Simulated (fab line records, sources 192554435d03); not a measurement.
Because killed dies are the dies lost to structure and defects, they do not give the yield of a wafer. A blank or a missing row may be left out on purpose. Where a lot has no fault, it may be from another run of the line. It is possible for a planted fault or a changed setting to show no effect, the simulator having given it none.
The same fault as seen by 2 desks + flow n5Finfet + what lay behind the numbers comes last; until then each desk has only its own

== THE TOOL OWNER'S DESK: cvdCo-01 ==
The tool's own readings at N5_BEOL_M3_CVD_47 (deposits Co from CCTBA/H2, target thk 3 nm, time 223.8 s): means of the sampled wafers that have a number, for each lot that ran on this tool. A lot is out of limits, marked OUT, if its mean lies more than 4 standard deviations from the usual mean; the brackets give that distance.
Columns: A = runLengthS at N5_BEOL_M3_CVD_47, usual 246.8 s
| lot  | first seen here | A                       |
|------|-----------------|-------------------------|
| L829 | day 7 06:24     | 246.8                   |
| L830 | day 7 11:34     | 246.7                   |
| L832 | day 7 16:44     | 247.1                   |
| L833 | day 8 03:46     | 247.0                   |
| L836 | day 9 02:29     | 189.8 (-99 or more) OUT |
| L838 | day 9 18:36     | 189.8 (-99 or more) OUT |
| L847 | day 11 19:40    | 247.3                   |
| L848 | day 12 04:10    | 246.9                   |
| L849 | day 12 09:36    | 246.8                   |
| L852 | day 12 20:22    | 246.7                   |
Finding of this desk: L836, L838 out of limits; the first was L836 at day 9 02:29, on runLengthS at N5_BEOL_M3_CVD_47. L829, L830, L832, L833, L847, L848, L849, L852: within limits.

== FROM THE METROLOGY DESK ==
Means of the sampled wafers that have a number, per lot and without regard to the tool the lot ran on: this is what the gauges read. A lot is out of limits, marked OUT, if its mean lies more than 4 standard deviations from the usual mean; the brackets give that distance. Only the readings that lie furthest out on some lot appear, 7 of the 10 it has.
Columns: A = DIBL_P at N5_BEOL_M4_RC_MEAS_101, usual 36.0 mV/V; B = IOFF_N at N5_BEOL_M4_RC_MEAS_101, usual 0.16 nA/um; C = IOFF_P at N5_BEOL_M4_RC_MEAS_101, usual 0.21 nA/um; D = ION_N at N5_BEOL_M4_RC_MEAS_101, usual 671 uA/um; E = ION_P at N5_BEOL_M4_RC_MEAS_101, usual 460 uA/um; F = SS_N at N5_BEOL_M4_RC_MEAS_101, usual 71.5 mV/dec; G = SS_P at N5_BEOL_M4_RC_MEAS_101, usual 73.2 mV/dec
| lot  | first seen here | A    | B    | C    | D   | E   | F    | G    |
|------|-----------------|------|------|------|-----|-----|------|------|
| L829 | day 7 18:34     | 35.1 | 0.16 | 0.19 | 665 | 454 | 71.3 | 73.1 |
| L830 | day 7 22:47     | 35.5 | 0.14 | 0.18 | 667 | 456 | 71.1 | 72.9 |
| L832 | day 8 15:19     | 34.3 | 0.14 | 0.18 | 664 | 452 | 71.6 | 72.5 |
| L833 | day 8 17:10     | 35.5 | 0.14 | 0.19 | 671 | 459 | 72.0 | 72.9 |
| L834 | day 8 19:20     | 35.8 | 0.21 | 0.22 | 682 | 461 | 71.3 | 73.5 |
| L836 | day 9 14:58     | 33.6 | 0.14 | 0.16 | 668 | 452 | 71.2 | 72.7 |
| L838 | day 10 06:10    | 30.6 | 0.10 | 0.13 | 652 | 448 | 70.0 | 71.2 |
| L847 | day 12 10:28    | 38.8 | 0.22 | 0.28 | 691 | 469 | 72.3 | 74.2 |
| L848 | day 12 16:28    | 37.2 | 0.17 | 0.23 | 682 | 465 | 71.6 | 73.2 |
| L849 | day 12 19:54    | 37.6 | 0.16 | 0.23 | 671 | 463 | 72.0 | 73.7 |
| L852 | day 13 12:32    | 35.2 | 0.14 | 0.19 | 668 | 459 | 71.6 | 73.2 |
This desk's finding: nothing out of limits on any of the 11 lots.

== TAKEN TOGETHER ==
On L836, L838, at day 9 02:29, an alarm was possible from the tool owner's desk.
Metrology desk: nothing out of limits seen.
The metrology desk has L836, L838 on record, within its limits.
Every lot named ran N5_BEOL_M3_CVD_47 on cvdCo-01.

== WHAT WAS PUT IN BY THE SIMULATOR ==
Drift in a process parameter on cvdCo-01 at N5_BEOL_M3_CVD_47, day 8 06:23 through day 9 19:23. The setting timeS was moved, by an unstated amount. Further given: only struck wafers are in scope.
Lots struck among those shown: L836, L838.
Time in hours from fault onset to the first out-of-limits reading at each desk: the tool owner's desk, 20.
